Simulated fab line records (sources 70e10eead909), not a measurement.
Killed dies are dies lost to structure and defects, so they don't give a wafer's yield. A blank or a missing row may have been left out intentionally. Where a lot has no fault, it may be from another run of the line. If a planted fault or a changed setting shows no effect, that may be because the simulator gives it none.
Chamber matching	flow nand_harc	4 sister chambers for NHARC_A_M0_ETCH_34 on rie_diel-02
The step etches the open film in N2/H2, target depth 40 nm, overetch 12 nm, time 43.94 s. 24 wafers are shown with their chamber, then 12 later ones without.

WAFERS WITH THEIR CHAMBER
wafer	chamber	drypump_motor_current_A (A)	rf_vpp_V (V)	oes_product_au (a.u.)
L079.2	1	6.0	427.5	1.004
L079.3	3	6.0	429.0	1.006
L079.6	2	6.0	426.7	0.989
L080.1	0	5.6	428.6	1.005
L080.2	1	6.0	427.8	0.998
L080.4	3	5.9	428.9	0.991
L082.3	2	6.1	427.7	0.992
L082.5	2	6.1	425.7	0.992
L082.6	1	6.0	424.8	1.012
L084.3	0	5.6	429.2	1.005
L084.5	1	6.0	427.6	1.015
L084.6	2	6.1	425.8	0.982
L086.4	3	5.9	428.9	0.997
L086.5	0	5.6	428.3	1.016
L086.6	3	5.9	429.2	1.002
L087.1	0	5.6	429.9	1.015
L087.4	1	6.0	425.8	1.010
L087.6	1	6.0	425.7	1.008
L088.1	3	6.0	428.7	0.996
L088.2	0	5.6	428.4	1.012
L088.3	1	6.0	426.4	1.013
L090.3	0	5.6	427.4	0.991
L090.4	1	6.0	425.0	1.006
L090.6	2	6.1	426.9	1.003

SIGNATURES, as means of the wafers listed above
reading	chamber 0	chamber 1	chamber 2	chamber 3	scatter within a chamber
drypump_motor_current_A	5.600	6.000	6.080	5.940	0.0316
rf_vpp_V	428.633	426.325	426.560	428.940	0.906
oes_product_au	1.00733	1.00825	0.99160	0.99840	0.0071
Rule: a wafer's distance from a chamber is the root of the sum, over the readings, of the square of ((its reading less the chamber's mean) divided by the reading's scatter). The wafer belongs to the nearest chamber; if the next one is less than 2 further off, it can't be placed. The scatter: the root of (the sum of the squares of (reading less its chamber's mean) over the shown wafers, divided by (wafers less chambers)).

WAFERS WHOSE CHAMBER IS MISSING
wafer	drypump_motor_current_A (A)	rf_vpp_V (V)	oes_product_au (a.u.)
L093.3	5.6	429.1	1.008
L093.4	6.0	425.6	1.009
L093.5	6.1	426.4	1.002
L094.1	5.6	427.2	1.000
L094.2	6.0	427.0	1.003
L094.5	6.0	426.9	0.996
L096.2	5.7	427.1	1.020
L096.3	6.0	425.4	1.021
L096.5	6.0	427.0	1.006
L097.3	6.0	426.2	0.999
L097.4	6.0	428.1	0.987
L097.5	6.0	425.8	1.013

CHAMBER TAKEN BY EACH
wafer	from the rows above	in truth
L093.3	0	0
L093.4	1	1
L093.5	can't be placed: 2 or 1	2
L094.1	0	0
L094.2	can't be placed: 1 or 3 or 2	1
L094.5	can't be placed: 1 or 2 or 3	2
L096.2	0	0
L096.3	1	1
L096.5	1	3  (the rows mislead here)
L097.3	can't be placed: 1 or 2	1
L097.4	can't be placed: 3 or 2 or 1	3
L097.5	1	1
Correctly placed: 6 of 12. Cannot be placed on the basis of these rows: 5; the candidates contain the true chamber in 5. Wrongly placed: 1.
